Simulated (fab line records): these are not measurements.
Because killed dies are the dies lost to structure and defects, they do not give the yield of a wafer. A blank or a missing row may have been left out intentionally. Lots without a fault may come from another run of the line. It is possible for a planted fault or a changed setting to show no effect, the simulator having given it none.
Matching of chambers -- flow nand harc -- NHARC_P_GATE_DEP_103 on pecvd-03 has 3 sister chambers
The step deposits SiON, target thk 30 nm. 14 wafers are shown with their chamber, then 7 later ones without.

## WAFERS, EACH WITH ITS CHAMBER
wafer,chamber,heater power w (W)
L074.2,2,850
L074.3,0,1022
L074.6,0,1024
L075.2,2,766
L075.4,0,897
L075.5,2,750
L082.4,2,797
L082.5,0,917
L082.6,1,765
L091.2,0,1060
L091.3,0,1062
L091.4,1,891
L091.1,1,882
L091.5,1,889

SIGNATURES (means of the wafers above)
reading,chamber 0,chamber 1,chamber 2,scatter within a chamber
heater power w,997.00,856.75,790.75,62.6
Rule: distance of a wafer from a chamber = root of the sum over the readings of ((wafer's reading minus chamber's mean) / reading's scatter) squared. If the next closest chamber is less than 2 further off than the closest, the wafer can't be placed; otherwise it belongs to the closest. The scatter: take each reading less its chamber's mean, square it, sum over the shown wafers, divide by the number of wafers less the number of chambers, and take the root.

## WAFERS MISSING THEIR CHAMBER
wafer,heater power w (W)
L091.6,1075
L097.1,702
L097.2,902
L097.5,1076
L097.3,1073
L097.4,717
L097.6,896

## THE CHAMBER EACH PASSED THROUGH
wafer,from the rows above,in truth
L091.6,0,0
L097.1,can't be placed: 2 or 1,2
L097.2,can't be placed: 1 or 0 or 2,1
L097.5,0,0
L097.3,0,0
L097.4,can't be placed: 2 or 1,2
L097.6,can't be placed: 1 or 0 or 2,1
Correct placement for 3 of the 7. From these rows, 4 cannot be placed; in 4 the true chamber is one of the candidates. 0 placed wrongly.
